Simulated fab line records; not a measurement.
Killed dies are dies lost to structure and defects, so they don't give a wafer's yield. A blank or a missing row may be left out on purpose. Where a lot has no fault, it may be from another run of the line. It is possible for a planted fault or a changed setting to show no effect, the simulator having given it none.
Matching of chambers -- flow nand-harc -- NHARC_A_STAIRCASE_DEP_301 on pecvd-02: 3 sister chambers
The step deposits SiON, target thk 30 nm. 6 wafers are shown with their chamber, then 8 later ones without.

## WAFERS PAIRED WITH THEIR CHAMBERS
wafer,chamber,heater-power-w (W)
L077.1,2,642
L079.4,2,658
L083.1,0,820
L083.2,1,581
L083.6,0,807
L088.1,1,652

## WAFERS WHOSE CHAMBER IS MISSING
wafer,heater-power-w (W)
L088.3,731
L088.4,711
L090.1,595
L090.3,712
L090.4,749
L091.1,714
L091.3,600
L091.5,696

## THE CHAMBER EACH PASSED THROUGH
wafer,from the rows above,in truth
L088.3,can't be placed: 2 or 0 or 1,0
L088.4,can't be placed: 2 or 1 or 0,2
L090.1,can't be placed: 1 or 2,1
L090.3,can't be placed: 2 or 1 or 0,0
L090.4,can't be placed: 0 or 2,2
L091.1,can't be placed: 2 or 1 or 0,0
L091.3,can't be placed: 1 or 2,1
L091.5,can't be placed: 2 or 1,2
Placed correctly: 0 of 8. From these rows, 8 cannot be placed; in 8 the true chamber is one of the candidates. 0 placed wrongly.
How it was worked out, from the rows above alone: a wafer's distance from a chamber is the root of the sum, over the readings, of the square of ((its reading less the chamber's mean) divided by the reading's scatter). If the next closest chamber is less than 2 further off than the closest, the wafer can't be placed; otherwise it belongs to the closest. A chamber's mean is the mean of its shown wafers. The scatter: the root of (the sum of the squares of (reading less its chamber's mean) over the shown wafers, divided by (wafers less chambers)).
